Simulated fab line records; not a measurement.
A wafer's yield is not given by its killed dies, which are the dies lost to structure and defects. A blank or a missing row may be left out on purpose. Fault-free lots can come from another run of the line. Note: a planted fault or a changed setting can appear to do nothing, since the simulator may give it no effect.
Matching of chambers ; flow nandHarc ; pecvd-04 running NHARC_A_STAIRCASE_DEP_325: 3 sister chambers
The step deposits SiO2, target thk 7200 nm. 6 wafers are shown with their chamber, then 8 later ones without.

== WAFERS PAIRED WITH THEIR CHAMBERS ==
wafer;chamber;heaterPowerW (W);mfcPrecursorSccm (sccm)
L085.3;1;693;200.3
L087.5;0;710;200.0
L090.1;1;627;199.2
L090.4;0;699;200.5
L090.5;2;757;199.1
L093.1;2;918;199.2

== WAFERS WHOSE CHAMBER IS MISSING ==
wafer;heaterPowerW (W);mfcPrecursorSccm (sccm)
L093.2;832;199.7
L093.5;549;199.8
L094.1;588;200.5
L094.2;932;199.2
L094.5;703;199.5
L096.3;822;200.2
L096.5;751;199.6
L096.6;570;199.9

== THE CHAMBER EACH PASSED THROUGH ==
wafer;from the rows above;in truth
L093.2;can't be placed: 2 or 0 or 1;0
L093.5;can't be placed: 1 or 0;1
L094.1;can't be placed: 0 or 1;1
L094.2;2;2
L094.5;can't be placed: 1 or 0 or 2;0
L096.3;can't be placed: 0 or 2 or 1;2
L096.5;can't be placed: 1 or 0 or 2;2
L096.6;can't be placed: 1 or 0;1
Correctly placed: 1 of 8. Unplaceable from these rows: 7, with the true chamber sitting among the candidates in 7. Number placed wrongly: 0.
How it was worked out, from the rows above alone: a wafer's distance from a chamber is the root of the sum, over the readings, of the square of ((its reading less the chamber's mean) divided by the reading's scatter). If the next closest chamber is less than 2 further off than the closest, the wafer can't be placed; otherwise it belongs to the closest. The mean given for a chamber averages the wafers shown for that chamber. The scatter: take each reading less its chamber's mean, square it, sum over the shown wafers, divide by the number of wafers less the number of chambers, and take the root.
